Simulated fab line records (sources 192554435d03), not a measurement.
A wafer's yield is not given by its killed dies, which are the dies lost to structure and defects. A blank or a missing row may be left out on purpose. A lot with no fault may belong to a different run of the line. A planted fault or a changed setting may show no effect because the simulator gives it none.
Lot-split experiment + flow n5_finfet + 7 lots, 39 wafers read, on a route of 1938 steps

== ABOUT THE SPLIT ==
At N5_MOL_CONTACT_COAG_ETCH_106 (etches SOC in N2/H2, target depth 80 nm, overetch 16 nm, time 120 s), the setting target_depth_a was moved away from the recipe's 800 angstrom on 15 of the 39 wafers read, by -50.7% to +40.5%. The other wafers ran this setting at the recipe's value.

== FROM THE SPLIT TO THE READING: what the file shows between them, 4 steps ==
- N5_MOL_CONTACT_COAG_STRIP_107: strips in N2/H2
- N5_MOL_CONTACT_COAG_STRIP_108: strips in N2/H2
- N5_MOL_CONTACT_COAG_CONTACT_ETCH_14: etches SiO2 in C4F6/O2, target depth 27.5 nm, overetch 8.5 nm, time 20 s
- N5_MOL_CONTACT_COAG_STRIP_109: strips in C4F6/O2

== THE READING ==
MOL_CONTACT_COAG.cd_offset_nm (the simulator's own value, which no gauge read), in nm, at N5_MOL_CONTACT_COAG_ETCH_15 (etches SiNx in CH3F/O2, stops on Si:P, target depth 7 nm). The file does not state a usual value for it. Average 0.1 nm, standard deviation 0.3 nm, over the 24 wafers here run with the recipe.

| wafer  | tool, chamber at the split | target_depth_a as run, angstrom | against the recipe | MOL_CONTACT_COAG.cd_offset_nm, nm | against lot-mates on the recipe |
|--------|----------------------------|---------------------------------|--------------------|-----------------------------------|---------------------------------|
| L075.1 | rie_diel-06, 2             | 800                             | recipe             | 0.2                               | -                               |
| L075.3 | rie_diel-06, 1             | 800                             | recipe             | 1                                 | -                               |
| L075.5 | rie_diel-06, 0             | 800                             | recipe             | 0.4                               | -                               |
| L077.1 | rie_diel-01, 1             | 800                             | recipe             | -0.2                              | -                               |
| L077.2 | rie_diel-01, 0             | 800                             | recipe             | 0                                 | -                               |
| L077.3 | rie_diel-01, 2             | 1124                            | +40.5%             | 0.6                               | +0.8                            |
| L077.5 | rie_diel-01, 2             | 1124                            | +40.5%             | 0.6                               | +0.8                            |
| L077.4 | rie_diel-01, 0             | 1124                            | +40.5%             | 0.8                               | +1.0                            |
| L077.6 | rie_diel-01, 1             | 800                             | recipe             | -0.4                              | -                               |
| L078.1 | rie_diel-03, 1             | 800                             | recipe             | -0.2                              | -                               |
| L078.3 | rie_diel-03, 2             | 800                             | recipe             | -0.2                              | -                               |
| L078.2 | rie_diel-03, 3             | 800                             | recipe             | 0                                 | -                               |
| L078.4 | rie_diel-03, 0,3           | 394.7                           | -50.7%             | -1.4                              | -1.3                            |
| L078.5 | rie_diel-03, 2             | 394.7                           | -50.7%             | -1.2                              | -1.1                            |
| L078.6 | rie_diel-03, 0,3           | 394.7                           | -50.7%             | -1.2                              | -1.1                            |
| L085.1 | rie_diel-03, 2             | 957.7                           | +19.7%             | -0.2                              | +0.0                            |
| L085.2 | rie_diel-03, 3             | 800                             | recipe             | -0.4                              | -                               |
| L085.3 | rie_diel-03, 0             | 957.7                           | +19.7%             | 0.2                               | +0.4                            |
| L085.4 | rie_diel-03, 1             | 800                             | recipe             | 0                                 | -                               |
| L085.5 | rie_diel-03, 3             | 957.7                           | +19.7%             | 0                                 | +0.2                            |
| L085.6 | rie_diel-03, 2             | 800                             | recipe             | -0.2                              | -                               |
| L094.1 | rie_diel-06, 1             | 800                             | recipe             | 0.2                               | -                               |
| L094.4 | rie_diel-06, 3             | 800                             | recipe             | 0.2                               | -                               |
| L094.2 | rie_diel-06, 0             | 1083                            | +35.4%             | 0.8                               | +0.7                            |
| L094.6 | rie_diel-06, 3             | 1083                            | +35.4%             | 0.8                               | +0.7                            |
| L094.3 | rie_diel-06, 2             | 800                             | recipe             | 0                                 | -                               |
| L094.5 | rie_diel-06, 2             | 1083                            | +35.4%             | 0.6                               | +0.5                            |
| L095.1 | rie_diel-06, 1             | 800                             | recipe             | 0.4                               | -                               |
| L095.2 | rie_diel-06, 3,1           | 800                             | recipe             | 0.2                               | -                               |
| L095.3 | rie_diel-06, 2             | 800                             | recipe             | 0.2                               | -                               |
| L095.6 | rie_diel-06, 3,1           | 800                             | recipe             | 0.2                               | -                               |
| L095.4 | rie_diel-06, 0             | 800                             | recipe             | -0.2                              | -                               |
| L095.5 | rie_diel-06, 0             | 800                             | recipe             | 0                                 | -                               |
| L096.1 | rie_diel-06, 0             | 644.2                           | -19.5%             | -0.6                              | -0.9                            |
| L096.2 | rie_diel-06, 2             | 644.2                           | -19.5%             | -0.2                              | -0.5                            |
| L096.3 | rie_diel-06, 3,1           | 800                             | recipe             | 0.2                               | -                               |
| L096.4 | rie_diel-06, 1             | 800                             | recipe             | 0.2                               | -                               |
| L096.5 | rie_diel-06, 3,1           | 800                             | recipe             | 0.4                               | -                               |
| L096.6 | rie_diel-06, 0             | 644.2                           | -19.5%             | -0.4                              | -0.7                            |
If several chambers appear in one row, that row covers several wafers at once and the file leaves open which wafer was in which chamber.

THE FIT
A straight line over all 39 wafers: MOL_CONTACT_COAG.cd_offset_nm changes by +0.0201 nm for each +1% of target_depth_a; r = +0.83; the points scatter about the line by 0.3 nm.
The same after taking each lot's own level away (the mean of its wafers on the recipe; 39 wafers): +0.0212 nm for each +1%; r = +0.93; scatter 0.19 nm.
Per that fit: largest target_depth_a move, reading shift of 1.1 nm.
Across the lots, their own levels run from -0.20 to 0.53 nm, a range of 2.4 times the standard deviation given above.
Consequently the slope shifts little with the lot-to-lot level, the two slopes agreeing.
Check: for one of the wafers moved furthest among these (-50.7%), held out of the fit, the line's prediction against its lot-mates is -1.1 nm. Against them it came out at -1.27 nm.

== THE OTHER SPLITS THESE WAFERS WENT THROUGH ==
Other splits were also applied to these wafers ahead of the reading. Each is held against what the fit with the lots' levels taken away leaves over:
| other split on the same wafers     | wafers away from the commonest value | r with MOL_CONTACT_COAG.cd_offset_nm (lot level and that fit taken away) |
|------------------------------------|--------------------------------------|--------------------------------------------------------------------------|
| N5_FIN_SAQP_HM_DEP_03 target_thk_a | 9                                    | +0.14                                                                    |
| N5_FIN_CUT_CUT_ETCH_26 time_s      | 15                                   | +0.14                                                                    |
| N5_SD_EPI_P_ETCH_16 target_depth_a | 12                                   | +0.02                                                                    |

== THE WHOLE CHAIN: every reading that the file lists as answering this split, in the file's order ==
| step                                | what it does                                                             | reading                                                                                    | change (the file's fit)                | r (the file's) |
|-------------------------------------|--------------------------------------------------------------------------|--------------------------------------------------------------------------------------------|----------------------------------------|----------------|
| N5_MOL_CONTACT_COAG_ETCH_106        | etches SOC in N2/H2, target depth 80 nm, overetch 16 nm, time 120 s      | SiARC_of_MOL_CONTACT_COAG_COAT_104.thk_nm (the simulator's own value, which no gauge read) | -0.0447 nm for each +1% of the setting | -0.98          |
| N5_MOL_CONTACT_COAG_ETCH_106        | etches SOC in N2/H2, target depth 80 nm, overetch 16 nm, time 120 s      | MOL_CONTACT_COAG.cd_offset_nm (the simulator's own value, which no gauge read)             | +0.0234 nm for each +1% of the setting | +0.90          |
| N5_MOL_CONTACT_COAG_CONTACT_ETCH_14 | etches SiO2 in C4F6/O2, target depth 27.5 nm, overetch 8.5 nm, time 20 s | MOL_CONTACT_COAG.cd_offset_nm (the simulator's own value, which no gauge read)             | +0.0219 nm for each +1% of the setting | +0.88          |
| N5_MOL_CONTACT_COAG_ETCH_15         | etches SiNx in CH3F/O2, stops on Si:P, target depth 7 nm                 | MOL_CONTACT_COAG.cd_offset_nm (the simulator's own value, which no gauge read)             | +0.021 nm for each +1% of the setting  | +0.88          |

== THE FILE'S OWN FIT ==
MOL_CONTACT_COAG.cd_offset_nm changes by +0.021 nm for each +1% of target_depth_a, r = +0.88.
